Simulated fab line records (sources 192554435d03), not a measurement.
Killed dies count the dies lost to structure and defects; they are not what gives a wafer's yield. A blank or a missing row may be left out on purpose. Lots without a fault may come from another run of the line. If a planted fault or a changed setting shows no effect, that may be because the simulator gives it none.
fab line records	flow n5Finfet
record: lots: 7	wafers: 21
route steps=1938 shown BEOL_M0_SAQP@663 BEOL_M1@754 BEOL_M2@870 BEOL_M3@959
startH: hours from the record's first day to the start of the lot's first wafer shown	waitH: hours elapsed since this lot's preceding step	" same as the row above	L1.1+2: a single row standing in for several wafers	- value missing, or start not given	* or withheld: withheld	< > ~ a bound
route shown NAME@n: NAME is a module with steps in the file, n the number in the route of the first one	usual: average and standard deviation across the fault-free wafers	same: alike in all rows	chamber/n: place in a boat	sites: the reading at each site	_std_site: how widely they spread, as a standard deviation	_edge_site: the outer-site mean with the inner-site mean subtracted	radiusMm: how far each site lies from the wafer's centre	mask NAME#n: copy n	behind: the tool/chamber that last shaped the wafer	hold: what put the lot on hold/how long, in hours/how the hold closed	device: names the non-switching transistor (n, p or np)	end of line: tests run on the same wafers once the route is complete	for a step that has no rows: nothing shown but its recipe	killed: the dies lost at the first sort to structure and to defects; this is not the yield of the wafer	map: per-die view of a wafer (x killed, . not killed, _ where there is no die)
set.NAME: the run value of the setting; set.NAME@STEP: its run value at that earlier step	model.NAME: the simulator's own value behind a step, which no gauge read
lots where settings were altered on purpose, with a table for each step and a row for each wafer
== steps ==
step: N5_BEOL_M0_SAQP_SPACER1_ALD_98
recipe: material: SiO2	targetThkA: 128	tempC: 300	aldPrecursorFamily: BDEAS	aldCoReactant: O2-plasma	pulseTimeS: 1	purgeTimeS: 2	coReactantPurgeTimeS: 2	aldCycles: 138	pressureTorr: 2
lot.wafer	tool	chamber	startH	waitH	set.aldCycles	model.SiO2_of_BEOL_M0_SAQP_SPACER1_ALD_98.thkNm
L075.1	aldSin-02	2	117.62	0.3	138	12.8
L075.2+4	"	3,0	"	"	131	12.2
L080.3+5+6	aldSin-04	0,1,2	151.30	0.1	138	12.8
L082.1	aldSin-03	0	157.98	0.8	130	12
L082.3	"	2	"	"	138	12.8
L082.4	"	3	"	"	130	12.2
L084.2	aldSin-02	2	176.87	0.3	151	14
L084.3+4	"	1,3	"	"	138	12.8
L091.1+3	aldSin-04	1,3	214.89	0.3	138	12.8
L091.6	"	3	"	"	155	14.4
L092.1+5+6	aldSin-04	2,0,3	222.45	1.0	138	12.8
L095.3+6	aldSin-03	0	236.18	0.1	138	12.8
L095.4	"	1	"	"	138	12.6
step: N5_BEOL_M0_SAQP_SPACER1_ETCHBACK_99
recipe: chemistry: CHF3/O2	mode: anisotropicEtchback	target: SiO2	targetDepthA: 154	timeS: 7.7	pressureMtorr: 30	sourceW: 650	biasW: 170	Ar_flow_sccm: 200	CHF3_flow_sccm: 50	O2_flow_sccm: 5	ionEnergyEv: 200
step: N5_BEOL_M0_SAQP_MANDREL1_REMOVE_100
recipe: chemistry: HBr/Cl2/O2	btTimeS: 10	target: a-Si	stopOn: SiNx	endpoint: OES-SiCl	overEtchFrac: 0.85	icpW: 600	biasW: 30	HBr_flow_sccm: 150	Cl2_flow_sccm: 80	O2_flow_sccm: 5	pressureMtorr: 10
lot.wafer	tool	chamber	startH	waitH	set.aldCycles@BEOL_M0_SAQP_SPACER1_ALD_98	model.BEOL_M0_SAQP.cdNm	model.SiO2_of_BEOL_M0_SAQP_SPACER1_ALD_98.thkNm
L075.1	rieSi-01	0	118.18	0.1	138	12.6	7.4
L075.2	"	2	"	"	131	12	6.8
L075.4	"	3	"	"	131	12.2	6.8
L080.3+5+6	rieSi-01	1,0,3	151.87	0.1	138	12.8	7.4
L082.1	rieSi-04	2	158.54	0.1	130	12	6.6
L082.3	"	1	"	"	138	12.8	7.4
L082.4	"	3	"	"	130	12	6.8
L084.2	rieSi-04	0	177.43	0.1	151	14	8.6
L084.3	"	2	"	"	138	12.8	7.4
L084.4	"	3	"	"	138	12.6	7.4
L091.1	rieSi-04	2	215.45	0.1	138	13	7.6
L091.3	"	1	"	"	138	12.8	7.4
L091.6	"	3	"	"	155	14.4	9
L092.1+5+6	rieSi-01	0,2,1	223.04	0.1	138	12.8	7.4
L095.3+6	rieSi-04	1,2	236.74	0.1	138	12.8	7.4
L095.4	"	3	"	"	138	12.6	7.4
step: N5_BEOL_M0_SAQP_CD_MEAS_25
recipe: targetCdNm: 13.1	landingEnergyEv: 1000	detector: seInlens
usual: cdNm: 12.83/0.21
lot.wafer	tool	chamber	startH	waitH	set.aldCycles@BEOL_M0_SAQP_SPACER1_ALD_98	cdNm
L075.1	cdSem-03	0	118.29	0.1	138	12.80
L075.2	"	0	"	"	131	12.09
L075.4	"	0	"	"	131	11.75
L080.3	cdSem-02	0	151.99	0.1	138	13.01
L080.5	"	0	"	"	138	12.80
L080.6	"	0	"	"	138	12.89
L082.1	cdSem-01	0	158.65	0.1	130	11.92
L082.3	"	0	"	"	138	12.76
L082.4	"	0	"	"	130	11.75
L084.2	cdSem-01	0	177.54	0.1	151	13.89
L084.3	"	0	"	"	138	12.68
L084.4	"	0	"	"	138	12.87
L091.1	cdSem-02	0	215.56	0.1	138	12.91
L091.3	"	0	"	"	138	12.79
L091.6	"	0	"	"	155	14.50
L092.1	cdSem-01	0	223.15	0.1	138	13.17
L092.5	"	0	"	"	138	13.04
L092.6	"	0	"	"	138	12.71
L095.3	cdSem-02	0	236.85	0.1	138	13.13
L095.4	"	0	"	"	138	12.90
L095.6	"	0	"	"	138	13.02
step: N5_BEOL_M0_SAQP_COAT_105
recipe: resist: SOC	tempC: 250	timeS: 60	spinRpm: 1500	resistThkNm: 100
lot.wafer	tool	chamber	startH	waitH	set.spinRpm	model.SOC_of_BEOL_M0_SAQP_COAT_105.thkNm
L075.1	lithoTrack-04	0	118.93	0.3	1556	98.6
L075.2	"	0	"	"	1556	98.2
L075.4	"	0	"	"	1500	100.4
L080.3+5	lithoTrack-01	0	152.85	0.2	1500	99.6
L080.6	"	0	"	"	1399	102.6
L082.1	lithoTrack-01	0	159.29	0.3	1635	95.2
L082.3	"	0	"	"	1500	99.6
L082.4	"	0	"	"	1500	99.8
L084.2	lithoTrack-01	0	178.19	0.3	1619	96.2
L084.3	"	0	"	"	1500	99.6
L084.4	"	0	"	"	1500	99.8
L091.1	lithoTrack-04	0	216.20	0.3	1500	100.4
L091.3+6	"	0	"	"	1500	100.2
L092.1	lithoTrack-03	0	223.87	0.3	1600	97
L092.5+6	"	0	"	"	1500	100.4
L095.3	lithoTrack-04	0	237.50	0.2	1500	100.4
L095.4	"	0	"	"	1500	100.6
L095.6	"	0	"	"	1500	100
step: N5_BEOL_M1_HM_DEP_02
recipe: material: TiN	targetThkA: 200	tempC: 25	chamberPressurePa: 0.49996
lot.wafer	tool	chamber	startH	waitH	set.targetThkA	model.TiN_of_BEOL_M1_HM_DEP_02.thkNm
L075.1	pvdSputter-03	-	132.29	1.7	200	19.8
L075.2	"	-	"	"	200	20
L075.4	"	-	"	"	185.9	18.6
L080.3	pvdSputter-01	-	168.47	2.8	182.5	18
L080.5+6	"	-	"	"	200	19.8
L082.1+4	pvdSputter-03	-	169.70	0.6	200	19.8
L082.3	"	-	"	"	200	20
L084.2	pvdSputter-01	-	187.82	0.1	188.6	18.8
L084.3	"	-	"	"	188.6	18.6
L084.4	"	-	"	"	200	19.8
L091.1	pvdSputter-02	-	232.47	3.1	210.6	21.4
L091.3	"	-	"	"	200	20.2
L091.6	"	-	"	"	200	20.6
L092.1	pvdSputter-02	-	234.25	0.6	179.4	17.8
L092.5	"	-	"	"	179.4	18
L092.6	"	-	"	"	200	20
L095.3	pvdSputter-02	-	247.26	1.4	200	19.6
L095.4+6	"	-	"	"	200	19.8
step: N5_BEOL_M1_EXPOSE_08
recipe: maskId: M1	na: 0.33	sourceShape: dipole	sigmaInner: 0.369	sigmaOuter: 0.767	polarization: unpolarized	doseMj: 33
lot.wafer	tool	chamber	startH	waitH	mask	set.doseMj
L075.1	euvScanner-01	0	132.55	-	M1#0	31.77
L075.2+4	"	0	"	"	M1#0	33
L080.3	euvScanner-01	0	168.87	-	M1#0	33
L080.5+6	"	0	"	"	M1#0	35.3
L082.1+3+4	euvScanner-01	0	169.97	-	M1#0	34.3
L084.2+4	euvScanner-01	0	188.21	-	M1#0	34.86
L084.3	"	0	"	"	M1#0	33
L091.1	euvScanner-01	0	232.86	-	M1#0	33
L091.3+6	"	0	"	"	M1#0	31.86
L092.1+5+6	euvScanner-01	0	234.53	-	M1#0	33
L095.3+4+6	euvScanner-01	0	247.54	-	M1#0	33
step: N5_BEOL_M1_PEB_09
recipe: pebTempC: 100	pebTimeS: 60	resist: CAR-EUV
step: N5_BEOL_M1_DEVELOP_10
recipe: developTimeS: 30	developer: TMAH	resist: CAR-EUV	rinseLiquid: surfactantRinse	dry: airSpin	devTempC: 23
step: N5_BEOL_M1_CD_MEAS_11
recipe: targetCdNm: 17.05	landingEnergyEv: 500	detector: seInlens	polarity: opening
usual: cdNm: 17.02/0.24
lot.wafer	tool	chamber	startH	waitH	set.doseMj@BEOL_M1_EXPOSE_08	cdNm
L075.1	cdSem-01	0	132.68	-	31.77	16.03
L075.2	"	0	"	"	33	16.59
L075.4	"	0	"	"	33	16.78
L080.3	cdSem-01	0	168.99	-	33	17.60
L080.5	"	0	"	"	35.3	18.16
L080.6	"	0	"	"	35.3	18.19
L082.1	cdSem-01	0	170.09	-	34.3	17.35
L082.3	"	0	"	"	34.3	17.91
L082.4	"	0	"	"	34.3	17.60
L084.2	cdSem-02	0	188.33	-	34.86	18.20
L084.3	"	0	"	"	33	16.95
L084.4	"	0	"	"	34.86	18.17
L091.1	cdSem-03	0	232.98	-	33	16.71
L091.3	"	0	"	"	31.86	16.05
L091.6	"	0	"	"	31.86	15.81
L092.1	cdSem-01	0	234.65	-	33	16.76
L092.5	"	0	"	"	33	16.88
L092.6	"	0	"	"	33	17.06
L095.3	cdSem-02	0	247.65	-	33	17.07
L095.4	"	0	"	"	33	16.96
L095.6	"	0	"	"	33	16.79
step: N5_BEOL_M1_ETCH_64
recipe: chemistry: N2/H2	target: SOC	targetDepthA: 750	overetchA: 150	maskMaterial: SiARC	tempC: 40	timeS: 112.5	ionEnergyEv: 200	pressureMtorr: 30	sourceW: 840	biasW: 150	n2FlowSccm: 200	h2FlowSccm: 200
usual: rfVppV: 524.0/1.9
lot.wafer	tool	chamber	startH	waitH	set.biasW	rfVppV
L075.1	rieDiel-05	2	133.80	0.0	150	525.4
L075.2	"	1	"	"	150	522.2
L075.4	"	0	"	"	166.7	563.2
L080.3	rieDiel-04	0	169.19	0.0	150	524.5
L080.5	"	0	"	"	150	522.9
L080.6	"	2	"	"	150	519.5
L082.1	rieDiel-05	0	170.30	0.0	161.1	548.8
L082.3	"	1	"	"	161.1	548.9
L082.4	"	2	"	"	150	523.6
L084.2	rieDiel-03	3	188.53	0.0	150	526.8
L084.3	"	0	"	"	150	520.7
L084.4	"	3	"	"	150	525.8
L091.1	rieDiel-04	2	233.19	0.0	150	518.5
L091.3	"	1	"	"	165.9	558.8
L091.6	"	1	"	"	165.9	560.6
L092.1	rieDiel-03	1	234.86	0.0	158.6	542.6
L092.5	"	0	"	"	150	522.1
L092.6	"	1	"	"	158.6	542.8
L095.3	rieDiel-03	0	247.85	0.0	150	522.8
L095.4	"	3	"	"	150	526.9
L095.6	"	2	"	"	150	524.9
step: N5_BEOL_M1_STRIP_65
recipe: chemistry: N2/H2	tempC: 40	n2FlowSccm: 200	h2FlowSccm: 200	rfFrequencyHz: 6e+07
step: N5_BEOL_M1_STRIP_75
recipe: chemistry: N2/H2	tempC: 40	n2FlowSccm: 200	h2FlowSccm: 200	rfFrequencyHz: 6e+07
step: N5_BEOL_M1_STRIP_66
recipe: chemistry: CF4	resist: SiARC	powerW: 300	biasPowerW: 75	pressureMtorr: 50	cf4FlowSccm: 150	rfFrequencyHz: 6e+07
step: N5_BEOL_M1_HM_OPEN_17
recipe: chemistry: Cl2/BCl3	targetDepthA: 200	overetchA: 60	target: TiN	maskMaterial: SOC	ionEnergyEv: 150	pressureMtorr: 10	icpW: 1000	biasW: 126	Cl2_flow_sccm: 53.25	bcl3FlowSccm: 21.75	Ar_flow_sccm: 25
lot.wafer	tool	chamber	startH	waitH	set.targetThkA@BEOL_M1_HM_DEP_02	model.etch.depthNm
L075.1	rieMetal-02	0	133.97	0.0	200	19.79
L075.2	"	1	"	"	200	20.01
L075.4	"	0	"	"	185.9	18.53
L080.3	rieMetal-03	0	169.39	0.1	182.5	18
L080.5+6	"	1,0	"	"	200	19.87
L082.1	rieMetal-02	0	170.46	0.0	200	19.85
L082.3	"	0	"	"	200	19.96
L082.4	"	1	"	"	200	19.82
L084.2	rieMetal-03	1	188.70	0.0	188.6	18.76
L084.3	"	0	"	"	188.6	18.51
L084.4	"	1	"	"	200	19.81
L091.1	rieMetal-01	1	233.35	0.0	210.6	21.37
L091.3	"	1	"	"	200	20.28
L091.6	"	1	"	"	200	20.51
L092.1	rieMetal-01	1	235.02	0.0	179.4	17.81
L092.5	"	1	"	"	179.4	18.04
L092.6	"	0	"	"	200	20.02
L095.3	rieMetal-03	0	248.05	0.1	200	19.65
L095.4	"	1	"	"	200	19.74
L095.6	"	1	"	"	200	19.8
step: N5_BEOL_M1_STRIP_19
recipe: chemistry: O2	powerW: 400	tempC: 40	pressureMtorr: 30	rfFrequencyHz: 6e+07	biasPowerW: 0	overashFraction: 0.2	o2FlowSccm: 225
step: N5_BEOL_M1_STRIP_83
recipe: chemistry: C4F6/O2	resist: SiARC	rfFrequencyHz: 6e+07
step: N5_BEOL_M1_STRIP_36
recipe: chemistry: N2/H2	powerW: 450	tempC: 40	pressureMtorr: 20	rfFrequencyHz: 6e+07	overashFraction: 0.3	biasPowerW: 7	h2Frac: 0.5	n2FlowSccm: 200	h2FlowSccm: 200
step: N5_BEOL_M1_TRENCH_ETCH_37
recipe: chemistry: C4F6/O2	targetDepthA: 552.07	target: SiOC	timeS: 29	ionEnergyEv: 250	pressureMtorr: 30	sourceW: 355	biasW: 185	Ar_flow_sccm: 300	C4F6_flow_sccm: 10	O2_flow_sccm: 10
lot.wafer	tool	chamber	startH	waitH	set.targetThkA@BEOL_M1_HM_DEP_02	model.TiN_of_BEOL_M1_HM_DEP_02.thkNm
L075.1	rieDiel-04	0	-	-	200	17.4
L075.2	"	3	"	"	200	17.8
L075.4	"	1	"	"	185.9	16.2
L080.3	rieDiel-03	1	-	-	182.5	15.6
L080.5+6	"	0,1	"	"	200	17.6
L082.1	rieDiel-04	0	-	-	200	17.4
L082.3+4	"	3,1	"	"	200	17.6
L084.2	rieDiel-04	2	-	-	188.6	16.4
L084.3	"	3	"	"	188.6	16.2
L084.4	"	1	"	"	200	17.6
L091.1	rieDiel-03	3	-	-	210.6	19
L091.3+6	"	2,3	"	"	200	18
L092.1	rieDiel-03	0	-	-	179.4	15.4
L092.5	"	3	"	"	179.4	15.6
L092.6	"	2	"	"	200	17.6
L095.3+4+6	rieDiel-03	0,1,3	-	-	200	17.4
step: N5_BEOL_M2_COAT_22
recipe: resist: CAR-EUV	spinRpm: 1500	resistThkNm: 30
lot.wafer	tool	chamber	startH	waitH	set.spinRpm	model.CAR-EUV_of_BEOL_M2_COAT_22.thkNm
L075.1+2+4	lithoTrack-01	0	-	-	1543	29.6
L080.3	lithoTrack-02	0	-	-	1564	29.4
L080.5+6	"	0	"	"	1500	30.2
L082.1+3	lithoTrack-04	0	-	-	1412	31
L082.4	"	0	"	"	1500	30
L084.2+4	lithoTrack-02	0	-	-	1377	31.4
L084.3	"	0	"	"	1500	30.2
L091.1+3+6	lithoTrack-02	0	-	-	1373	31.4
L092.1+5	lithoTrack-01	0	-	-	1558	29.4
L092.6	"	0	"	"	1500	30
L095.3	lithoTrack-02	0	-	-	1500	30
L095.4+6	"	0	"	"	1500	30.2
step: N5_BEOL_M2_EBR_24
recipe: solvent: PGMEA	ebrWidthMm: 1.5
step: N5_BEOL_M2_SOFTBAKE_23
recipe: tempC: 110	timeS: 60	resist: CAR-EUV
step: N5_BEOL_M2_EXPOSE_25
recipe: maskId: V1	na: 0.33	sourceShape: quasar	sigmaInner: 0.2	sigmaOuter: 0.8	polarization: unpolarized	defocusNm: 5	doseMj: 63
step: N5_BEOL_M2_PEB_26
recipe: pebTempC: 100	pebTimeS: 60	resist: CAR-EUV
step: N5_BEOL_M2_DEVELOP_27
recipe: developTimeS: 30	developer: TMAH	resist: CAR-EUV	rinseLiquid: surfactantRinse	dry: airSpin	devTempC: 23
lot.wafer	tool	chamber	startH	waitH	set.spinRpm@BEOL_M2_COAT_22	model.CAR-EUV_of_BEOL_M2_COAT_22.thkNm
L075.1	lithoTrack-04	0	-	-	1543	29.2
L075.2+4	"	0	"	"	1543	29
L080.3	lithoTrack-01	0	-	-	1564	29
L080.5+6	"	0	"	"	1500	29.6
L082.1	lithoTrack-01	0	-	-	1412	30.6
L082.3	"	0	"	"	1412	30.4
L082.4	"	0	"	"	1500	29.6
L084.2	lithoTrack-01	0	-	-	1377	31
L084.3	"	0	"	"	1500	29.8
L084.4	"	0	"	"	1377	30.8
L091.1+3+6	lithoTrack-02	0	-	-	1373	31
L092.1+5	lithoTrack-02	0	-	-	1558	29
L092.6	"	0	"	"	1500	29.6
L095.3+6	lithoTrack-01	0	-	-	1500	29.6
L095.4	"	0	"	"	1500	29.8
step: N5_BEOL_M2_DESCUM_33
recipe: chemistry: O2	timeS: 7	sourcePowerW: 50	biasPowerW: 20	pressureMtorr: 20	rfFrequencyHz: 2.712e+07	tempC: 40	resist: CAR-EUV	o2FlowSccm: 225
step: N5_BEOL_M2_ETCH_77
recipe: chemistry: N2/H2	target: underlayer	targetDepthA: 65	maskMaterial: CAR-EUV	timeS: 5.2	ionEnergyEv: 200	pressureMtorr: 30	sourceW: 840	biasW: 150	n2FlowSccm: 200	h2FlowSccm: 200	ends: cleared
step: N5_BEOL_M2_ETCH_69
recipe: chemistry: CF4	target: SiARC	targetDepthA: 156	maskMaterial: CAR-EUV	timeS: 26	ionEnergyEv: 80	pressureMtorr: 40	sourceW: 545	biasW: 36	Ar_flow_sccm: 100	cf4FlowSccm: 100	ends: cleared
lot.wafer	tool	chamber	startH	waitH	set.spinRpm@BEOL_M2_COAT_22	model.CAR-EUV_of_BEOL_M2_COAT_22.thkNm
L075.1+2+4	rieDiel-01	3,0,3	145.20	0.0	1543	10.6
L080.3	rieDiel-01	0	182.29	0.0	1564	10.6
L080.5+6	"	2,1	"	"	1500	11.2
L082.1	rieDiel-02	3	183.13	0.0	1412	12
L082.3	"	1	"	"	1412	12.2
L082.4	"	0	"	"	1500	11
L084.2+4	rieDiel-02	0,3	198.05	0.0	1377	12.6
L084.3	"	2	"	"	1500	11.2
L091.1+3+6	rieDiel-02	0,3,0	245.55	0.0	1373	12.6
L092.1	rieDiel-06	0	248.60	0.0	1558	10.4
L092.5	"	2	"	"	1558	10.6
L092.6	"	1	"	"	1500	11.2
L095.3+6	rieDiel-02	3,2	258.75	0.0	1500	11.2
L095.4	"	1	"	"	1500	11.4
step: N5_BEOL_M3_COAT_76
recipe: resist: underlayer	tempC: 205	timeS: 60	spinRpm: 1500	resistThkNm: 5
lot.wafer	tool	chamber	startH	waitH	set.spinRpm
L075.1+4	lithoTrack-05	0	-	-	1500
L075.2	"	0	"	"	1344
L080.3	lithoTrack-02	0	-	-	1500
L080.5+6	"	0	"	"	1548
L082.1+3+4	lithoTrack-05	0	-	-	1500
L084.2	lithoTrack-03	0	-	-	1500
L084.3+4	"	0	"	"	1640
L091.1+6	lithoTrack-05	0	-	-	1500
L091.3	"	0	"	"	1563
L092.1+5+6	lithoTrack-05	0	-	-	1500
L095.3+4+6	lithoTrack-03	0	-	-	1500
== key ==
split: step: N5_BEOL_M0_SAQP_SPACER1_ALD_98	setting: aldCycles	stated: 138	by: wafer
response: step: N5_BEOL_M0_SAQP_SPACER1_ALD_98	reading: model.SiO2_of_BEOL_M0_SAQP_SPACER1_ALD_98.thkNm	change: +0.127	per: 1%	r: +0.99
response: step: N5_BEOL_M0_SAQP_MANDREL1_REMOVE_100	reading: model.BEOL_M0_SAQP.cdNm	change: +0.126	per: 1%	r: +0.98
response: step: N5_BEOL_M0_SAQP_MANDREL1_REMOVE_100	reading: model.SiO2_of_BEOL_M0_SAQP_SPACER1_ALD_98.thkNm	change: +0.123	per: 1%	r: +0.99
response: step: N5_BEOL_M0_SAQP_CD_MEAS_25	reading: cdNm	change: +0.136	per: 1%	r: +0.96
split: step: N5_BEOL_M0_SAQP_COAT_105	setting: spinRpm	stated: 1500	by: wafer
response: step: N5_BEOL_M0_SAQP_COAT_105	reading: model.SOC_of_BEOL_M0_SAQP_COAT_105.thkNm	change: -0.479	per: 1%	r: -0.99
split: step: N5_BEOL_M1_HM_DEP_02	setting: targetThkA	stated: 200	by: wafer
response: step: N5_BEOL_M1_HM_DEP_02	reading: model.TiN_of_BEOL_M1_HM_DEP_02.thkNm	change: +0.198	per: 1%	r: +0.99
response: step: N5_BEOL_M1_HM_OPEN_17	reading: model.etch.depthNm	change: +0.203	per: 1%	r: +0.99
response: step: N5_BEOL_M1_TRENCH_ETCH_37	reading: model.TiN_of_BEOL_M1_HM_DEP_02.thkNm	change: +0.211	per: 1%	r: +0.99
split: step: N5_BEOL_M1_EXPOSE_08	setting: doseMj	stated: 33	by: wafer
response: step: N5_BEOL_M1_CD_MEAS_11	reading: cdNm	change: +0.152	per: 1%	r: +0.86
split: step: N5_BEOL_M1_ETCH_64	setting: biasW	stated: 150	by: wafer
response: step: N5_BEOL_M1_ETCH_64	reading: rfVppV	change: +3.64	per: 1%	r: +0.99
split: step: N5_BEOL_M2_COAT_22	setting: spinRpm	stated: 1500	by: wafer
response: step: N5_BEOL_M2_COAT_22	reading: model.CAR-EUV_of_BEOL_M2_COAT_22.thkNm	change: -0.159	per: 1%	r: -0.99
response: step: N5_BEOL_M2_DEVELOP_27	reading: model.CAR-EUV_of_BEOL_M2_COAT_22.thkNm	change: -0.142	per: 1%	r: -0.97
response: step: N5_BEOL_M2_ETCH_69	reading: model.CAR-EUV_of_BEOL_M2_COAT_22.thkNm	change: -0.172	per: 1%	r: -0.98
split: step: N5_BEOL_M3_COAT_76	setting: spinRpm	stated: 1500	by: wafer
response none in this file
